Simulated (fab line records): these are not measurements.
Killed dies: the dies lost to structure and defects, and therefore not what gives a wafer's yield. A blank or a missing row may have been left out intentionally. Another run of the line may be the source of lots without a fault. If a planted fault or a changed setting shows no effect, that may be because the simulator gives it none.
Chamber matching | flow n5_finfet | N5_BEOL_M9_STRIP_67 on rie_diel-06 has 4 sister chambers
The step strips in CF4. 4 wafers are shown with their chamber, then 8 later ones without.

## WAFERS PAIRED WITH THEIR CHAMBERS
wafer  | chamber | drypump_motor_current_A (A)
L078.2 | 2       | 5.40
L080.4 | 3       | 5.85
L080.6 | 1       | 5.31
L087.1 | 0       | 5.77

## WAFERS WITH NO CHAMBER GIVEN
wafer  | drypump_motor_current_A (A)
L087.5 | 5.89
L087.6 | 5.76
L089.1 | 5.91
L089.3 | 5.82
L089.4 | 5.90
L091.1 | 5.88
L091.4 | 5.77
L091.5 | 5.89

## WHICH CHAMBER EACH ONE RAN IN
wafer  | from the rows above     | in truth
L087.5 | 3                       | 3
L087.6 | 0                       | 0
L089.1 | 3                       | 3
L089.3 | can't be placed: 3 or 0 | 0
L089.4 | 3                       | 3
L091.1 | 3                       | 3
L091.4 | 0                       | 0
L091.5 | 3                       | 3
7 of 8 placed correctly. These rows do not allow placing 1 (true chamber among the candidates in 1). Wrongly placed: 0.
How it was worked out, from the rows above alone: a wafer's distance from a chamber is the root of the sum, over the readings, of the square of ((its reading less the chamber's mean) divided by the reading's scatter). If the next closest chamber is less than 2 further off than the closest, the wafer can't be placed; otherwise it belongs to the closest. Each chamber's mean is taken over the wafers shown for it. The scatter: with one shown wafer a chamber, the root of the mean of the squares of how far each hidden wafer lies from its nearest shown one.
